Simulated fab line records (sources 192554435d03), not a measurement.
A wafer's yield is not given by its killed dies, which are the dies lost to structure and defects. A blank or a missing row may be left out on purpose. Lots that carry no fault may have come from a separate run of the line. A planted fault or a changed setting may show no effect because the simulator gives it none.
Comparing a struck lot with a sound one	flow n5 finfet	16 steps out of a route of 1938
Sound: wafers L527.2, L527.5, L527.6. Struck: wafer L540.4 (left out: L540.1, L540.2 of the same lot, which were not struck); the cause appears at the end.
At each step with rows: each side's tool, then ch and its chambers, then its first start. Under that, the readings that differ: sound wafers	struck wafers	difference of the means	sigmas: that difference in standard deviations of wafers without a fault.
alike: same words and numbers on both sides, and readings whose means sit less than 2 such deviations apart. not compared: any withheld reading, any reading some wafer has no value for, any bound like >300 that may hide the same value, and any number with overlapping values for which the record gives no deviation.
A row with sigmas, a row that says differs or no value, or rows on one side alone: a step with any of these is where the two part. When numbers do not overlap yet have no deviation, they are printed without sigmas and do not part them. A reading missing from all wafers of one side parts the sides only when that side holds two or more wafers.

N5_MOL_CONTACT_COAG_ETCH_106: etches SOC in N2/H2, target depth 80 nm, overetch 16 nm, time 120 s.
  sound on rie diel-05 ch 0,1, day 5 01:42; struck on rie diel-06 ch 0, day 8 06:41
  alike: chamber pressure mTorr, drypump motor current A, oes product au, rf vpp V, showerhead plenum p Torr, throttle valve pct
  not compared: rf hours counter h
then, 2 steps without rows for these wafers: N5_MOL_CONTACT_COAG_STRIP_107 (strips in N2/H2); N5_MOL_CONTACT_COAG_STRIP_108 (strips in N2/H2).
N5_MOL_CONTACT_COAG_CONTACT_ETCH_14: etches SiO2 in C4F6/O2, target depth 27.5 nm, overetch 8.5 nm, time 20 s.
  sound on rie diel-05 ch 0,1, day 5 01:48; struck on rie diel-06 ch 0, day 8 06:47
  alike: chamber pressure mTorr, drypump motor current A, oes product au, rf vpp V, showerhead plenum p Torr, throttle valve pct
  not compared: rf hours counter h
then, 1 step without rows for these wafers: N5_MOL_CONTACT_COAG_STRIP_109 (strips in C4F6/O2).
N5_MOL_CONTACT_COAG_ETCH_15: etches SiNx in CH3F/O2, stops on Si:P, target depth 7 nm.
  sound on rie diel-05 ch 0,1, day 5 01:50; struck on rie diel-06 ch 0, day 8 06:50
  alike: chamber pressure mTorr, drypump motor current A, oes product au, rf vpp V, showerhead plenum p Torr, throttle valve pct
  not compared: rf hours counter h
then, 1 step without rows for these wafers: N5_MOL_CONTACT_COAG_ETCH_110 (etches Si in CF4/O2, target depth 2.5 nm, time 8 s).
N5_MOL_CONTACT_COAG_STRIP_98: strips in N2/H2.
  sound on rie diel-05 ch 0,1, day 5 01:56; struck on rie diel-06 ch 0, day 8 06:56
reading	sound	struck	difference	sigmas
chamber pressure mTorr (mTorr)	50.06 49.88 49.93	50.12	+0.16	+2
  alike: bias power w, drypump motor current A, oes product au, rf vpp V, showerhead plenum p Torr, throttle valve pct
  not compared: rf hours counter h
N5_MOL_CONTACT_COAG_CD_MEAS_99 targets a cd of 17.2 nm.
  sound on cd sem-03 at day 5 02:01; struck on cd sem-03 at day 8 07:01
  alike: cd nm
then, 3 steps without rows for these wafers: N5_MOL_CONTACT_COAG_IMPLANT_129; N5_MOL_CONTACT_COAG_PRECLEAN_111 (cleans in NF3:NH3, afs cycles 1, time 20 s, sublimation time 60 s); N5_MOL_CONTACT_COAG_TI_SIL_19 (material Ti, target thk 4.2 nm, time 15 s).
N5_MOL_CONTACT_COAG_ALD_20: deposits TiN, target thk 1.5 nm, pulse time 1 s, purge time 3 s.
  sound on ald metal-03 ch 0,1,2, day 5 02:46; struck on ald metal-03 ch 3, day 8 07:46
reading	sound	struck	difference	sigmas
ald cycles	68 68 68	123	+55	
heater power w (W)	1041 914 978	730	-248	-3
model.TiN_of_MOL_CONTACT_COAG_ALD_20.thk nm (nm)	1.6 1.6 1.6	2.8	+1.2	
  alike: precursor pulse height rel
N5_MOL_CONTACT_COAG_SIL_ANNEAL_21: time 60 s.
  sound on rtp anneal-02 ch 0, day 5 03:10; struck on rtp anneal-02 ch 0, day 8 08:08
  alike: lamp power pct, lamp_zone_4_pct, lamp_zone_6_pct, wafer_temp_C_max
-- here the record skips 4 days between the struck wafers' starts before and after, leaving off in module MOL_CONTACT_COAG and picking up in module BEOL_M4 (first step shown: number 1111 of the route) --
N5_BEOL_M4_RC_MEAS_101:
  sound on prober-01 ch 0, day 8 08:46; struck on prober-01 ch 0, day 11 21:16
reading	sound	struck	difference	sigmas
VT_P (mV)	-249 -248 -244	-255	-8	-2
  alike: DIBL_N, DIBL_P, IOFF_N, IOFF_P, ION_N, ION_P, SS_N, SS_P, VT_N
N5_PASSIVATION_PROBE_49:
  the record holds rows for the sound wafers here (prober-02, day 12 19:14) but none for the struck ones

== WHERE THEY PART ==
Last at N5_PASSIVATION_PROBE_49 as far as this record goes, first at N5_MOL_CONTACT_COAG_STRIP_98.

WHY: what the simulator had put in
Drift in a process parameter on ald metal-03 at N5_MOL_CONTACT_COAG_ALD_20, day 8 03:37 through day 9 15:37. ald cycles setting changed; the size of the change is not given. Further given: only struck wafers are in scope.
